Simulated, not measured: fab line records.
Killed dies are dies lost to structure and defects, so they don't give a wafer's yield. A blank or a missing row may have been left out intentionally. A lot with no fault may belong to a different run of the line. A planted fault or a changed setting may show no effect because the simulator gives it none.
fab line records | flow nandHarc
[record] lots = 6 | wafers = 18 | lastDay = 24
route steps=1159 shown A_WL_FILL@817 END@1159
lots with no fault: from the same line, run without faults
startH: start of the lot's first displayed wafer, in hours after the record's first day | waitH: how many hours have passed since the lot's step before this one | " unchanged from the row above | L1.1+2: a single row standing in for several wafers | - no value, or no start given | * or withheld: withheld | < > ~ a bound
route shown NAME@n: NAME is a module with steps in the file, n the number in the route of the first one | usual: the fault-free wafers' mean and standard deviation | same: alike in all rows | chamber/n: place in a boat | sites: each site's reading | _std_site: standard deviation of those values | _edge_site: the outer-site mean with the inner-site mean subtracted | radiusMm: how far each site lies from the wafer's centre | mask NAME#n: copy n | behind: the most recent tool/chamber to have shaped the wafer | hold: the reason the lot was held/the length of the hold in hours/how it ended | device: the transistor (n, p or np) that didn't switch | end of line: tests run on the same wafers once the route is complete | a step given without rows: its recipe and nothing more | killed: the dies lost at the first sort to structure and to defects; this is not the yield of the wafer | map: the dies of a wafer, with x for killed, . for not killed, _ for no die there
set.NAME: the setting the step ran with; set.NAME@STEP: the setting that earlier step ran with | model.NAME: the simulator's own value behind a step, which no gauge read
lots at selected steps of the route; one table per step, one row per wafer
services: the hour from which a tool's chamber was out of use, counted from the record's first day as startH (under 0 if before that day), plus the number of hours and why
[[steps]]
[step NHARC_A_WL_FILL_STRIP_28]
[recipe] timeS = 1200 | tempC = 72.5 | chemistry = postEtchResidueRemover
[step NHARC_A_WL_FILL_PRECLEAN_06]
[recipe] timeS = 300 | chemistry = DIW
[step NHARC_A_WL_FILL_SRD_07]
[step NHARC_A_WL_FILL_ANNEAL_08]
[recipe] tempC = 450 | timeS = 1800
[step NHARC_A_WL_FILL_ALD_10]
[recipe] targetThkA = 500 | pulseTimeS = 10 | aldCycles = 500 | tempC = 300 | material = SiO2
[usual] heaterPowerW = 453/38 | precursorPulseHeightRel = 1.001/0.022
lot.wafer | tool     | chamber | startH | waitH | heaterPowerW | precursorPulseHeightRel
L380.2    | aldHk-04 | 3       | 344.81 | 2.1   | 472          | 0.976
L380.4    | "        | 0       | 345.84 | 3.2   | 473          | 0.988
L380.6    | "        | 1       | 346.87 | 4.2   | 479          | 1.031
L389.1    | aldHk-01 | 1       | 391.79 | 1.4   | 457          | 0.968
L389.2    | "        | 2       | "      | "     | 377          | 0.992
L389.5    | "        | 0       | 393.34 | 2.9   | 429          | 1.020
L391.2    | aldHk-01 | 2       | 406.22 | 0.1   | 385          | 1.016
L391.6    | "        | 2       | 408.29 | 2.1   | 377          | 1.025
L391.5    | "        | 3       | "      | "     | 388          | 1.023
L392.3    | aldHk-04 | 1       | 414.90 | 1.1   | 490          | 0.983
L392.1    | "        | 2       | "      | "     | 503          | 0.979
L392.6    | "        | 0       | 416.44 | 2.6   | 480          | 1.011
L400.2    | aldHk-04 | 3       | 454.32 | 0.6   | 469          | 1.000
L400.4    | "        | 0       | "      | "     | 480          | 1.021
L400.6    | "        | 2       | 455.88 | 2.1   | 489          | 1.023
L401.1    | aldHk-04 | 3       | 473.24 | 0.1   | 485          | 0.977
L401.3    | "        | 1       | 474.28 | 1.1   | 481          | 0.956
L401.6    | "        | 3       | 475.33 | 2.1   | 481          | 0.999
[step NHARC_A_WL_FILL_ETCHBACK_16]
[recipe] targetDepthA = 880 | timeS = 17.6 | c4f8FlowSccm = withheld | o2FlowSccm = 8 | arFlowSccm = withheld | rfW = 600 | biasW = 800 | chemistry = C4F8/O2/Ar
[usual] chamberPressureMTorr = 25.000/0.025 | oesProductAu = 0.98/0.032 | rfVppV = 725/3.3
lot.wafer | tool       | chamber | startH | waitH | chamberPressureMTorr | oesProductAu | rfHoursCounterH | rfVppV
L380.2    | rieDiel-08 | 2       | -      | -     | 25.015               | 1.00         | 1.5             | 723
L380.4    | "          | 0       | "      | "     | 25.047               | 0.99         | 1.2             | 728
L380.6    | "          | 3       | "      | "     | 24.991               | 1.00         | -               | 725
L389.2    | rieDiel-12 | 2       | -      | -     | 24.974               | 1.01         | 0.0             | 731
L389.1    | "          | 3       | "      | "     | 25.013               | 1.01         | 0.0             | 721
L389.5    | "          | 0       | "      | "     | 25.036               | 1.01         | -               | 723
L391.2    | rieDiel-03 | 0       | -      | -     | 25.027               | 1.00         | 0.6             | 726
L391.6    | "          | 1       | "      | "     | 24.988               | 0.99         | -               | 729
L391.5    | "          | 2       | "      | "     | 24.990               | 1.00         | -               | 729
L392.3    | rieDiel-03 | 0       | -      | -     | 24.995               | 0.99         | 0.8             | 728
L392.1    | "          | 2       | "      | "     | 24.983               | 1.00         | 1.0             | 730
L392.6    | "          | 0       | "      | "     | 24.987               | 0.98         | -               | 727
L400.4    | rieDiel-12 | 1       | -      | -     | 24.993               | 0.99         | 4.2             | 720
L400.2    | "          | 2       | "      | "     | 24.992               | 1.01         | 3.9             | 731
L400.6    | "          | 1       | "      | "     | 25.012               | 0.99         | -               | 719
L401.1    | rieDiel-08 | 1       | -      | -     | 25.005               | 0.93         | 5.0             | 727
L401.3    | "          | 3       | "      | "     | 25.013               | 0.92         | 5.0             | 728
L401.6    | "          | 3       | "      | "     | 24.988               | 0.92         | -               | 726
[step NHARC_A_WL_FILL_STRIP_29]
[recipe] timeS = 20 | o2FlowSccm = 500 | arFlowSccm = 0 | biasW = 0 | chemistry = O2
[usual] chamberPressureMTorr = 60.00/0.059 | drypumpMotorCurrentA = 5.6/0.34 | oesProductAu = 1.002/0.0085 | rfVppV = 58.0/0.84 | showerheadPlenumPTorr = 3.60/0.11 | throttleValvePct = 17.037/0.0083
lot.wafer | tool       | chamber | startH | waitH | chamberPressureMTorr | drypumpMotorCurrentA | oesProductAu | rfHoursCounterH | rfVppV | showerheadPlenumPTorr | throttleValvePct
L380.4    | rieDiel-08 | 2       | 350.59 | 0.1   | 60.07                | 5.3                  | 1.004        | 1.5             | 58.2   | 3.55                  | 17.027
L380.2    | "          | 0       | "      | "     | 59.94                | 5.2                  | 0.995        | 1.2             | 59.1   | 3.71                  | 17.045
L380.6    | "          | 2       | "      | "     | 60.03                | 5.3                  | 0.999        | -               | 58.5   | 3.55                  | 17.028
L389.1    | rieDiel-12 | 1       | 396.02 | 0.1   | 59.94                | 5.6                  | 1.001        | 0.1             | 56.5   | 3.40                  | 17.048
L389.2    | "          | 2       | "      | "     | 60.00                | 5.9                  | 1.012        | 0.1             | 56.6   | 3.78                  | 17.038
L389.5    | "          | 1       | "      | "     | 59.96                | 5.6                  | 0.999        | -               | 57.7   | 3.40                  | 17.032
L391.2    | rieDiel-03 | 2       | 411.01 | 0.1   | 60.08                | 5.8                  | 1.004        | 0.7             | 59.2   | 3.74                  | 17.029
L391.6    | "          | 1       | "      | "     | 60.00                | 5.5                  | 1.003        | -               | 58.4   | 3.70                  | 17.035
L391.5    | "          | 2       | "      | "     | 60.10                | 5.7                  | 1.006        | -               | 57.6   | 3.74                  | 17.045
L392.3    | rieDiel-03 | 0       | 418.60 | 0.1   | 60.10                | 5.5                  | 0.997        | 0.8             | 59.5   | 3.70                  | 17.043
L392.1    | "          | 2       | "      | "     | 60.01                | 5.8                  | 1.010        | 1.0             | 58.9   | 3.73                  | 17.036
L392.6    | "          | 1       | "      | "     | 59.99                | 5.5                  | 0.996        | -               | 58.4   | 3.70                  | 17.042
L400.4    | rieDiel-12 | 0       | 458.56 | 0.1   | 59.94                | 6.1                  | 1.010        | 3.8             | 58.1   | 3.55                  | 17.027
L400.2    | "          | 2       | "      | "     | 60.00                | 5.9                  | 0.996        | 3.9             | 58.9   | 3.77                  | 17.037
L400.6    | "          | 0       | "      | "     | 59.99                | 6.1                  | 1.011        | -               | 58.1   | 3.55                  | 17.038
L401.1    | rieDiel-08 | 3       | 478.04 | 0.1   | 59.98                | 6.1                  | 0.995        | 5.0             | 57.2   | 3.62                  | 17.042
L401.3    | "          | 1       | "      | "     | 60.06                | 5.1                  | 1.010        | 5.0             | 58.6   | 3.61                  | 17.034
L401.6    | "          | 2       | "      | "     | 60.03                | 5.3                  | 1.005        | -               | 58.3   | 3.55                  | 17.050
[step NHARC_A_WL_FILL_ETCHBACK_17]
[recipe] targetDepthA = 40 | timeS = 26.7 | chemistry = Cl2/BCl3
[usual] chamberPressureMTorr = 9.999/0.0083 | drypumpMotorCurrentA = 5.3/0.31 | oesProductAu = 0.998/0.0072
lot.wafer | tool        | chamber | startH | waitH | chamberPressureMTorr | drypumpMotorCurrentA | oesProductAu | rfHoursCounterH
L380.2    | rieMetal-01 | 0       | 350.67 | -     | 9.989                | 5.0                  | 0.984        | 0.4
L380.4    | "           | 0       | "      | "     | 9.990                | 5.0                  | 0.993        | -
L380.6    | "           | 0       | "      | "     | 9.999                | 5.0                  | 0.992        | -
L389.1    | rieMetal-01 | 1       | 396.11 | -     | 10.003               | 5.3                  | 1.000        | 2.1
L389.2    | "           | 1       | "      | "     | 10.004               | 5.3                  | 1.000        | -
L389.5    | "           | 1       | "      | "     | 10.015               | 5.3                  | 1.001        | -
L391.2    | rieMetal-01 | 1       | 411.11 | -     | 9.994                | 5.3                  | 0.994        | 2.6
L391.5    | "           | 0       | "      | "     | 10.014               | 5.0                  | 0.992        | -
L391.6    | "           | 1       | "      | "     | 9.992                | 5.3                  | 0.996        | -
L392.1    | rieMetal-02 | 1       | 418.69 | -     | 9.997                | 5.4                  | 1.009        | 0.9
L392.3    | "           | 0       | "      | "     | 9.998                | 6.1                  | 1.008        | -
L392.6    | "           | 0       | "      | "     | 9.995                | 6.1                  | 1.007        | -
L400.2    | rieMetal-01 | 1       | 458.65 | -     | 10.004               | 5.3                  | 1.003        | 3.7
L400.4    | "           | 1       | "      | "     | 10.011               | 5.3                  | 1.006        | -
L400.6    | "           | 1       | "      | "     | 10.006               | 5.3                  | 0.994        | -
L401.1    | rieMetal-02 | 0       | 478.14 | -     | 9.993                | 6.1                  | 0.999        | 3.1
L401.3    | "           | 1       | "      | "     | 10.000               | 5.4                  | 1.009        | -
L401.6    | "           | 1       | "      | "     | 10.013               | 5.4                  | 1.014        | -
[step NHARC_A_WL_FILL_PRECLEAN_18]
[recipe] timeS = 30 | chemistry = dHF
[step NHARC_A_WL_FILL_SRD_21]
[step NHARC_A_WL_FILL_CVD_23]
[recipe] targetThkA = 400 | tempC = 620 | pressureMtorr = 200 | timeS = 800 | material = poly-Si
[step NHARC_A_WL_FILL_ETCHBACK_26]
[recipe] targetDepthA = 520 | timeS = 13.3 | hbrFlowSccm = 150 | rfW = 350 | icpW = 350 | biasW = 60 | chemistry = HBr
[usual] chamberPressureMTorr = 14.999/0.013 | drypumpMotorCurrentA = 5.8/0.32 | hbrFlowSccm = 150.0/0.45 | oesProductAu = 1.000/0.0079 | throttleValvePct = 23.265/0.0093
lot.wafer | tool     | chamber | startH | waitH | chamberPressureMTorr | drypumpMotorCurrentA | hbrFlowSccm | oesProductAu | rfHoursCounterH | throttleValvePct
L380.2    | rieSi-03 | 1       | 355.75 | 0.4   | 14.997               | 6.3                  | 149.9       | 1.006        | 0.1             | 23.261
L380.4    | "        | 3       | "      | "     | 15.006               | 5.7                  | 149.9       | 1.001        | 0.0             | 23.278
L380.6    | "        | 1       | "      | "     | 15.008               | 6.2                  | 149.9       | 1.006        | -               | 23.274
L389.2    | rieSi-05 | 2       | 401.27 | 0.4   | 14.979               | 5.3                  | 149.2       | 0.992        | 1.2             | 23.276
L389.1    | "        | 0       | "      | "     | 14.999               | 5.8                  | 150.6       | 1.006        | 1.0             | 23.258
L389.5    | "        | 3       | "      | "     | 15.002               | 5.5                  | 150.7       | 1.010        | -               | 23.271
L391.2    | rieSi-03 | 3       | 416.45 | 0.4   | 14.968               | 5.7                  | 150.1       | 0.688        | 0.6             | 23.277
L391.6    | "        | 1       | "      | "     | 15.000               | 6.2                  | 150.4       | 0.693        | -               | 23.275
L391.5    | "        | 2       | "      | "     | 15.010               | 6.2                  | 150.0       | 0.688        | -               | 23.257
L392.3    | rieSi-03 | 2       | 423.92 | 0.4   | 14.992               | 6.2                  | 150.1       | 0.690        | 0.7             | 23.264
L392.1    | "        | 3       | "      | "     | 15.002               | 5.7                  | 150.4       | 0.681        | 0.7             | 23.261
L392.6    | "        | 3       | "      | "     | 14.982               | 5.7                  | 150.4       | 0.690        | -               | 23.255
L400.4    | rieSi-05 | 0       | 463.69 | 0.4   | 15.003               | 5.8                  | 149.9       | 1.016        | 0.2             | 23.270
L400.2    | "        | 2       | "      | "     | 14.998               | 5.3                  | 149.7       | 0.995        | 0.2             | 23.264
L400.6    | "        | 0       | "      | "     | 14.988               | 5.8                  | 150.5       | 1.007        | -               | 23.270
L401.1    | rieSi-05 | 2       | 483.34 | 0.4   | 15.005               | 5.3                  | 151.1       | 1.000        | 0.3             | 23.265
L401.3    | "        | 1       | "      | "     | 15.015               | 6.0                  | 149.7       | 1.005        | 0.3             | 23.267
L401.6    | "        | 3       | "      | "     | 14.991               | 5.5                  | 149.6       | 0.999        | -               | 23.263
[step NHARC_A_WL_FILL_PRECLEAN_30]
[recipe] timeS = 10 | chemistry = dHF
[step NHARC_END_SORT_01]
[recipe] tempC = 25
[usual] killedAtArray = 28/11 | killedAtOther = 0.8/1.3 | killedAtPeriphery = 3.6/2.5 | killedDies = 32/11 | killedOpen = 3.0/1.8 | killedShort = 2.0/1.5
[same] grossDies = 677
lot.wafer | tool      | chamber | startH | waitH | killedAtArray | killedAtOther | killedAtPeriphery | killedDies | killedOpen | killedShort
L380.2    | prober-01 | 0       | 470.40 | 2.8   | 22            | 0             | 3                 | 25         | 3          | 4
L380.4    | prober-01 | 0       | 471.99 | 3.4   | 21            | 0             | 1                 | 22         | 1          | 1
L380.6    | prober-01 | 0       | 473.57 | 4.0   | 19            | 0             | 1                 | 20         | 3          | 2
L389.1    | prober-02 | 0       | 500.69 | 2.5   | 27            | 0             | 9                 | 36         | 1          | 2
L389.2    | prober-02 | 0       | 501.49 | 2.8   | 29            | 0             | 8                 | 37         | 5          | 2
L389.5    | prober-02 | 0       | 503.89 | 3.7   | 29            | 7             | 8                 | 44         | 4          | 1
L391.2    | prober-01 | 0       | 509.49 | 2.8   | 654           | 1             | 3                 | 658        | 1          | 1
L391.5    | prober-01 | 0       | 511.89 | 3.7   | 667           | 1             | 0                 | 668        | 4          | 1
L391.6    | prober-01 | 0       | 512.69 | 4.0   | 661           | 0             | 5                 | 666        | 3          | 0
L392.1    | prober-01 | 0       | 516.52 | 2.5   | 654           | 0             | 11                | 665        | 2          | 3
L392.3    | prober-01 | 0       | 518.14 | 3.1   | 661           | 0             | 0                 | 661        | 0          | 3
L392.6    | prober-01 | 0       | 520.58 | 4.1   | 661           | 0             | 4                 | 665        | 5          | 1
// killed by level:class
L380.2 A_SLIT:chamberFilmFlake=6 A_CHANNEL_HOLE_D1:chamberFilmFlake=3 A_STAIRCASE:chamberFilmFlake=3 A_CONTACT:chamberFilmFlake=3 A_CHANNEL_FILL_D1:chamberFilmFlake=2 P_GATE:geometricParticle:short=1 P_CONTACT:geometricParticle:open=1 P_M1:geometricParticle:open=1
L380.4 A_SLIT:chamberFilmFlake=8 A_CHANNEL_HOLE_D1:chamberFilmFlake=3 A_STAIRCASE:chamberFilmFlake=3 A_CONTACT:chamberFilmFlake=3 A_ONON_D1:geometricParticle:open=1 A_ONON_D1:geometricParticle:short=1 P_STI:chamberFilmFlake=1 A_SGD_CUT:chamberFilmFlake=1
L380.6 A_SLIT:chamberFilmFlake=9 A_CHANNEL_HOLE_D1:chamberFilmFlake=2 A_CONTACT:chamberFilmFlake=2 P_M0:geometricParticle:open=1 A_SOURCE_PLATE:geometricParticle:open=1 A_ONON_D1:geometricParticle:short=1 A_CONTACT:geometricParticle:short=1 A_CONTACT:geometricParticle:open=1
L389.1 A_CHANNEL_HOLE_D1:chamberFilmFlake=9 A_CONTACT:chamberFilmFlake=7 P_BONDPAD:chamberFilmFlake=3 P_GATE:chamberFilmFlake=2 A_SGD_CUT:chamberFilmFlake=2 A_STAIRCASE:chamberFilmFlake=2 A_WL_FILL:chamberFilmFlake=2 A_M0:chamberFilmFlake=2
L389.2 A_CHANNEL_HOLE_D1:chamberFilmFlake=11 A_CONTACT:chamberFilmFlake=5 P_GATE:chamberFilmFlake=4 A_STAIRCASE:chamberFilmFlake=2 A_ZERO_WELL:chamberFilmFlake=2 A_M0:chamberFilmFlake=2 P_M0:geometricParticle:open=1 P_M2:geometricParticle:open=1
L389.5 A_CHANNEL_HOLE_D1:chamberFilmFlake=11 THIN_TSV:chamberFilmFlake=7 A_CONTACT:chamberFilmFlake=6 A_STAIRCASE:chamberFilmFlake=4 A_WL_FILL:chamberFilmFlake=3 P_GATE:chamberFilmFlake=2 P_M0:chamberFilmFlake=2 P_GATE:geometricParticle:open=1
L391.2 A_WL_FILL:areaEtchback=635 A_CHANNEL_HOLE_D1:chamberFilmFlake=12 P_BONDPAD:chamberFilmFlake=2 A_STAIRCASE:chamberFilmFlake=2 A_WL_FILL:chamberFilmFlake=2 A_SGD_CUT:geometricParticle:open=1 A_WL_FILL:geometricParticle:short=1 P_M0:chamberFilmFlake=1
L391.5 A_WL_FILL:areaEtchback=636 A_CHANNEL_HOLE_D1:chamberFilmFlake=15 A_STAIRCASE:chamberFilmFlake=5 A_CONTACT:chamberFilmFlake=4 A_WL_FILL:chamberFilmFlake=2 A_CHANNEL_FILL_D1:geometricParticle:short=1 A_WL_FILL:geometricParticle:open=1 A_CONTACT:geometricParticle:open=1
L391.6 A_WL_FILL:areaEtchback=643 A_STAIRCASE:chamberFilmFlake=8 A_CHANNEL_HOLE_D1:chamberFilmFlake=6 A_WL_FILL:chamberFilmFlake=2 P_CONTACT:geometricParticle:open=1 P_M0:geometricParticle:open=1 A_WL_FILL:geometricParticle:open=1 P_STI:chamberFilmFlake=1
L392.1 A_WL_FILL:areaEtchback=627 A_CHANNEL_HOLE_D1:chamberFilmFlake=17 P_CONTACT:chamberFilmFlake=6 A_M1:chamberFilmFlake=4 A_STAIRCASE:chamberFilmFlake=2 A_CONTACT:chamberFilmFlake=2 P_GATE:geometricParticle:open=1 P_M0:geometricParticle:short=1
L392.3 A_WL_FILL:areaEtchback=631 A_CHANNEL_HOLE_D1:chamberFilmFlake=20 A_STAIRCASE:chamberFilmFlake=4 A_M1:chamberFilmFlake=2 A_SOURCE_PLATE:geometricParticle:short=1 A_ONON_D1:geometricParticle:short=1 A_WL_FILL:geometricParticle:short=1 A_CONTACT:chamberFilmFlake=1
L392.6 A_WL_FILL:areaEtchback=640 A_CHANNEL_HOLE_D1:chamberFilmFlake=5 P_CONTACT:chamberFilmFlake=4 A_STAIRCASE:chamberFilmFlake=4 A_CONTACT:geometricParticle:open=3 A_M1:chamberFilmFlake=3 A_ONON_D1:geometricParticle:open=2 A_CONTACT:chamberFilmFlake=2
// map L391.5 (x killed, . not)
____________x____________
_________xxxxxxx_________
_______xxxxxxxxxxx_______
______xxxxxxxxxxxxx______
_____xxxxxxxxxxxxxxx_____
____xxxxxx.xxxxxxxxxx____
____xxxxxxxxxxxxxxxxx____
___xxxxxxxxxxxxxxxxxxx___
___xxxxxxxxxxxxxxxxxxx___
__xxxxxxxxxxxxxxxxxxxxx__
__xxxxxxxxxxxxxxxxxxxxx__
_xxxxxxxxxxxxxxxxxxxxxxx_
_xxxxxxxxxxxxxxxxxxxxxxx_
_xxxxxxxxxxxxxxxxxxxxxxx_
_xxxxxxxxxxxxxxxxxxxxxxx_
_xxxxxxxxxxxxxxxxxxxxx.x_
xxxxxxxxxxxxxxxxxxxxxxxxx
xxxxxxxxxxxxxxxxxxxxxxxxx
xxxxxxxxxxxxxxxxxxxxxxxxx
xxxxxxxxxxxxxxxxxxxxxxxxx
xxxxxxxxxxxxxxxxxxxxxxxxx
_xxxxxxxxxxxxxxxxxxxxxxx_
_xxxxxxxxxxxxxx.xxxxxxxx_
_x.xxxxxxxxxxxxxxxxxxxxx_
_xxxxxxxxxxxxxxxxxxxxxxx_
_xxxxxxxxxxxxxxxxxxxxxxx_
__xxxxxxxxxxxxxxxxxxxxx__
__xxxxxxxxxxxxxxxxxxxxx__
___.xxxxxxxxxxxxxxxxxx___
___xxxxxxxxxxxxxxxxxxx___
____xxxxxxxxxxxxxxxxx____
____xxxxxxxxxxx.xxxxx____
_____xxxxxxxxxxxxxxx_____
______.xxxxxxxxxxxx______
_______xxxxxxxxxxx_______
_________xx.xxx._________
____________x____________
// map L392.1 (x killed, . not)
____________x____________
_________xxxxxxx_________
_______xxxxxxxxxxx_______
______xxxxxxxxxxxxx______
_____xxxxxxxxxxxxxxx_____
____xxxxxxxxxxxxxxxxx____
____xxxxxxxxxxxxxxxxx____
___xxxxxxxxxxxxxxxxxxx___
___xxxxxxxxxxxxxxxxxxx___
__xxxxxxxxxxxxxxxxxxxxx__
__xxxxxxxxxxxxxxxxx.xxx__
_xxxxxxxxxxxxxxxxxxxxxxx_
_xxxxxxxxxxxxxxxxxxxxxxx_
_xxxxxxxxxxxxxxxxxxxxxxx_
_xxxxxxxxxxxxxxxxxxxxxx._
_xxxxxxxxxxxxxxxxxxxxxxx_
xxxxxxxxxxxxxxxxxxxxxxxxx
xxxxxxxxxxxxxxxxxxxxxxxxx
xxxxxxxxxxxxxxxxxxxxx.x.x
xxxxxxxxxxxxxxxxxxxxxxxxx
xxxxxxxxxxxxxxxxxxxxxxxxx
_xxxxxxxxxxxxxxxxxxxxxxx_
_xxxxxxxxxxxxxxxxxxxxxxx_
_xxxxxxxxxxxxxxxxxx..xxx_
_xxxxxxxxxxxxxxxxxxxxxxx_
_xxxxxxxxxxxxxxxxxxx.xxx_
__xxxxxxxxxx.xxxxxx.xxx__
__xxxxxxxxxxxxxxxxxxxxx__
___xxxxxxxxx.xxxxxxxxx___
___xxxxxxxxxxxxxxxxxx.___
____xxxxxxxxxxxxxxxxx____
____xxxxxxxxxxxxxxxxx____
_____xx.xxxxxxxxxxxx_____
______xxxxxxxxxxxxx______
_______xxxxxxxxxxx_______
_________xxxxxxx_________
____________x____________
[[services]]
tool        | chamber | startH | hours | kind
rieDiel-03  | 0       | 322.30 | -     | clean
rieDiel-03  | 1       | 322.30 | -     | clean
rieDiel-03  | 2       | 322.30 | -     | clean
rieDiel-03  | 3       | 322.30 | -     | clean
rieMetal-01 | -       | 332.00 | 9.0   | pm
rieMetal-01 | 0       | 332.00 | 9.0   | ventCycle
rieMetal-01 | 1       | 332.00 | 9.0   | ventCycle
rieSi-03    | -       | 332.00 | 9.0   | pm
rieDiel-12  | 0       | 333.90 | -     | clean
rieMetal-01 | -       | 347.67 | 0.3   | repair
aldHk-04    | -       | 364.00 | 10.0  | pm
rieDiel-03  | 2       | 364.58 | 3.6   | repair
rieSi-05    | 3       | 366.30 | 3.3   | repair
rieDiel-12  | 1       | 371.22 | 2.4   | repair
rieDiel-12  | -       | 379.40 | 9.0   | pm
rieDiel-08  | -       | 386.14 | 0.4   | repair
rieMetal-02 | -       | 388.03 | 9.0   | pm
rieMetal-01 | 0       | 389.93 | 6.3   | repair
rieDiel-03  | -       | 392.30 | 9.0   | pm
rieSi-05    | -       | 416.00 | 9.0   | pm
rieSi-05    | 0       | 453.52 | 9.1   | repair
rieDiel-08  | 0       | 457.76 | 21.6  | repair
rieSi-03    | 3       | 460.61 | 113.9 | repair
rieDiel-08  | -       | 478.80 | 9.0   | pm
[[key]]
[firstSign] step = NHARC_A_WL_FILL_ETCHBACK_26 | reading = oesProductAu | direction = down | sigmas = 40 | usual = 1.000 | struck = 0.688
[effect] step = NHARC_END_SORT_01 | reading = killedAtArray | direction = up | sigmas = 60 | usual = 28 | struck = 660
[moreKillsBornAt] NHARC_A_WL_FILL_ETCHBACK_26@rieSi-03 = 3812
metAt NHARC_A_WL_FILL_ETCHBACK_26
struckWafers L391.2,L391.5,L391.6,L392.1,L392.3,L392.6
laterRowsLeftOut L391.2,L391.5,L391.6,L392.1,L392.3,L392.6
testerLeftOut L391,L392
onsetBetween 355.75 416.45
[fault] kind = processParameterDrift | tool = rieSi-03 | chamber = - | onsetH = 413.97 | steps = NHARC_A_WL_FILL_ETCHBACK_26 | channel = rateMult | offset = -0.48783 | shape = step | endH = 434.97
// testerLeftOut: of these lots the tester's yield and bins aren't shown, on N5 and GAA mostly nor the transistor test; their killed dies are dies lost to structure and defects alone, not to doping, threshold or leakage, so they don't give the yield
// laterRowsLeftOut: the simulator's readings of these wafers behind a module that went badly wrong aren't trusted and aren't shown, but for the sort
